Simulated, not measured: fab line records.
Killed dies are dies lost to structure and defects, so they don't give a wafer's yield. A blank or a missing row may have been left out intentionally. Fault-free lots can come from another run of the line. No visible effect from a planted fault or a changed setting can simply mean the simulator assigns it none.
Which tool did it? / flow n5Finfet / 9 lots with 27 wafers sampled at 4 steps, on a route of 1938 steps

## WHAT EACH GAUGE READ, for each wafer
N5_BEOL_M4_RC_MEAS_101.
lot=L407; measured=day 8 01:18; on=prober-02; DIBL_N (mV/V)=35.8 38.5 35.0; DIBL_P (mV/V)=35.5 39.1 35.3; IOFF_N (nA/um)=0.155 0.207 0.146; IOFF_P (nA/um)=0.16 0.22 0.17; ION_N (uA/um)=674 680 668; ION_P (uA/um)=460 454 454; SS_N (mV/dec)=72.5 72.3 70.5; SS_P (mV/dec)=73.2 74.7 73.0; VT_N (mV)=250 248 248; VT_P (mV)=-257 -251 -256
lot=L406; measured=day 8 05:31; on=prober-01; DIBL_N (mV/V)=33.3 35.7 35.2; DIBL_P (mV/V)=32.2 35.4 34.4; IOFF_N (nA/um)=0.102 0.135 0.136; IOFF_P (nA/um)=0.17 0.20 0.20; ION_N (uA/um)=653 654 666; ION_P (uA/um)=460 456 459; SS_N (mV/dec)=70.6 72.1 71.4; SS_P (mV/dec)=72.2 73.7 72.7; VT_N (mV)=256 254 254; VT_P (mV)=-253 -251 -249
lot=L408; measured=day 8 11:33; on=prober-02; DIBL_N (mV/V)=36.9 36.9 34.7; DIBL_P (mV/V)=36.3 35.9 34.3; IOFF_N (nA/um)=0.167 0.153 0.123; IOFF_P (nA/um)=0.18 0.18 0.16; ION_N (uA/um)=677 660 672; ION_P (uA/um)=461 448 457; SS_N (mV/dec)=71.3 71.9 70.7; SS_P (mV/dec)=73.6 73.7 72.6; VT_N (mV)=250 255 254; VT_P (mV)=-254 -255 -254
lot=L410; measured=day 8 22:27; on=prober-01; DIBL_N (mV/V)=34.8 37.8 35.3; DIBL_P (mV/V)=33.7 38.1 34.2; IOFF_N (nA/um)=0.118 0.169 0.136; IOFF_P (nA/um)=0.18 0.24 0.18; ION_N (uA/um)=652 669 672; ION_P (uA/um)=454 465 463; SS_N (mV/dec)=71.3 72.4 71.1; SS_P (mV/dec)=73.1 73.7 72.9; VT_N (mV)=255 250 250; VT_P (mV)=-252 -246 -252
lot=L413; measured=day 9 16:02; on=prober-02; DIBL_N (mV/V)=36.1 36.3 36.6; DIBL_P (mV/V)=35.1 35.6 35.9; IOFF_N (nA/um)=0.155 0.168 0.159; IOFF_P (nA/um)=0.20 0.22 0.22; ION_N (uA/um)=669 681 673; ION_P (uA/um)=462 465 461; SS_N (mV/dec)=71.7 70.9 71.8; SS_P (mV/dec)=73.6 73.2 74.5; VT_N (mV)=252 248 251; VT_P (mV)=-251 -247 -250
lot=L414; measured=day 10 00:16; on=prober-02; DIBL_N (mV/V)=37.0 36.4 36.6; DIBL_P (mV/V)=36.3 35.2 36.0; IOFF_N (nA/um)=0.172 0.160 0.163; IOFF_P (nA/um)=0.20 0.18 0.19; ION_N (uA/um)=684 684 682; ION_P (uA/um)=466 468 461; SS_N (mV/dec)=72.0 71.0 71.5; SS_P (mV/dec)=73.8 73.5 73.7; VT_N (mV)=248 248 251; VT_P (mV)=-253 -253 -253
lot=L417; measured=day 10 22:46; on=prober-02; DIBL_N (mV/V)=35.4 33.6 35.8; DIBL_P (mV/V)=35.3 34.6 36.7; IOFF_N (nA/um)=0.164 0.139 0.188; IOFF_P (nA/um)=0.23 0.23 0.27; ION_N (uA/um)=678 672 695; ION_P (uA/um)=467 474 480; SS_N (mV/dec)=71.0 70.8 71.8; SS_P (mV/dec)=72.4 72.7 73.8; VT_N (mV)=247 248 246; VT_P (mV)=-245 -247 -245
lot=L421; measured=day 11 23:07; on=prober-02; DIBL_N (mV/V)=38.2 37.0 34.4; DIBL_P (mV/V)=39.8 38.4 35.9; IOFF_N (nA/um)=0.180 0.150 0.121; IOFF_P (nA/um)=0.26 0.23 0.20; ION_N (uA/um)=676 660 663; ION_P (uA/um)=466 456 460; SS_N (mV/dec)=71.8 71.2 70.9; SS_P (mV/dec)=73.4 73.9 72.9; VT_N (mV)=248 251 253; VT_P (mV)=-246 -247 -250
lot=L427; measured=day 13 10:40; on=prober-01; DIBL_N (mV/V)=35.1 36.1 35.9; DIBL_P (mV/V)=35.2 36.0 36.8; IOFF_N (nA/um)=0.132 0.156 0.150; IOFF_P (nA/um)=0.16 0.18 0.19; ION_N (uA/um)=676 674 680; ION_P (uA/um)=463 461 462; SS_N (mV/dec)=70.9 71.5 71.0; SS_P (mV/dec)=72.4 73.2 72.9; VT_N (mV)=251 250 251; VT_P (mV)=-254 -256 -253

N5_BEOL_M5_THK_MEAS_01.
lot=L407; measured=day 8 03:19; on=filmMetro-02; M5_ILD_THK (nm)=120.8 121.0 122.0
lot=L406; measured=day 8 06:55; on=filmMetro-01; M5_ILD_THK (nm)=118.2 121.9 123.1
lot=L408; measured=day 8 13:04; on=filmMetro-01; M5_ILD_THK (nm)=120.1 120.6 121.5
lot=L410; measured=day 8 23:59; on=filmMetro-01; M5_ILD_THK (nm)=120.6 117.5 120.9
lot=L413; measured=day 9 17:53; on=filmMetro-02; M5_ILD_THK (nm)=120.2 120.9 121.9
lot=L414; measured=day 10 01:47; on=filmMetro-02; M5_ILD_THK (nm)=120.6 122.4 119.1
lot=L417; measured=day 11 00:18; on=filmMetro-01; M5_ILD_THK (nm)=121.5 119.7 122.8
lot=L421; measured=day 12 00:50; on=filmMetro-02; M5_ILD_THK (nm)=119.9 122.9 121.2
lot=L427; measured=day 13 12:04; on=filmMetro-01; M5_ILD_THK (nm)=119.1 121.1 121.1

N5_BEOL_M5_OVL_MEAS_12.
lot=L407; measured=day 8 04:49; on=overlay-02; M5_OVL (nm)=-0.7 0.1 0.3
lot=L406; measured=day 8 07:58; on=overlay-02; M5_OVL (nm)=0.5 0.6 0.3
lot=L408; measured=day 8 13:40; on=overlay-02; M5_OVL (nm)=0.4 -0.2 -0.3
lot=L410; measured=day 9 01:34; on=overlay-01; M5_OVL (nm)=11.2 10.9 10.6
lot=L413; measured=day 9 19:52; on=overlay-02; M5_OVL (nm)=-1.1 0.4 0.8
lot=L414; measured=day 10 04:35; on=overlay-02; M5_OVL (nm)=12.0 12.1 11.7
lot=L417; measured=day 11 02:37; on=overlay-01; M5_OVL (nm)=-0.3 -2.2 -0.5
lot=L421; measured=day 12 02:20; on=overlay-02; M5_OVL (nm)=-0.5 0.2 0.0
lot=L427; measured=day 13 12:50; on=overlay-02; M5_OVL (nm)=-0.2 1.1 0.0

## TOOL THAT RAN EACH LOT (tool first, then ch and the chambers of the sampled wafers, then the start)
lot=L407; N5_BEOL_M5_EXPOSE_08=euvScanner-01 ch 0, day 8 04:39
lot=L406; N5_BEOL_M5_EXPOSE_08=euvScanner-02 ch 0, day 8 07:48
lot=L408; N5_BEOL_M5_EXPOSE_08=euvScanner-02 ch 0, day 8 13:31
lot=L410; N5_BEOL_M5_EXPOSE_08=euvScanner-02 ch 0, day 9 01:24
lot=L413; N5_BEOL_M5_EXPOSE_08=euvScanner-01 ch 0, day 9 19:42
lot=L414; N5_BEOL_M5_EXPOSE_08=euvScanner-02 ch 0, day 10 04:26
lot=L417; N5_BEOL_M5_EXPOSE_08=euvScanner-01 ch 0, day 11 02:28
lot=L421; N5_BEOL_M5_EXPOSE_08=euvScanner-01 ch 0, day 12 02:10
lot=L427; N5_BEOL_M5_EXPOSE_08=euvScanner-01 ch 0, day 13 12:41
- N5_BEOL_M5_EXPOSE_08: exposes mask M5, target cd 28 nm.

## WHAT THE TOOLS THEMSELVES READ (means of the sampled wafers that have a number; where no wafer has one, the mark that the record gives instead)
The record holds no such reading with a usual standard deviation.

## THE ANSWER, worked out from the rows above alone
Rule: usual is defined by the lots themselves. Put in order of their means at a reading, lots are off if they are a third of the lots or fewer, leave a main group of 4 or more, and stand apart from it by a gap of 3 or more times the standard deviation of the main group's means; of several such gaps the widest counts. A main group whose means are all the same, to the digits that the tables above print for the reading, isn't used. A lot without any number at a reading at which 4 lots or more have one is off too. Where the step has rows for the other lots, those lots are counted as sound. Order of review: gauges by route order, followed by the tools' own readings, for which a lot's mean as printed above is used. At the first step where some lot is off, the reading lying furthest off is the one used; lots without a number count as furthest.
Off: L410, L414, seen at N5_BEOL_M5_OVL_MEAS_12 (M5_OVL). Main group: mean -0.1 nm, sd 0.43.
If a tool, at a process step before that reading, ran all the lots that are off and no sound lot after the first of them, it fits. Those tools and the gauges at N5_BEOL_M5_OVL_MEAS_12 are tried in the same way. One fits: euvScanner-02 at N5_BEOL_M5_EXPOSE_08. A fault onset in the window from L408 (day 8 13:31, its last sound lot) to L410 (day 9 01:24, its first lot off) fits.

## WHAT THE SIMULATOR PUT IN
Scanner matching overlay: euvScanner-02, from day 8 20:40 on, at N5_BEOL_M5_EXPOSE_08. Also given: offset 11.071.
Shown lots that were struck: L410, L414. Same finding as the rule above.
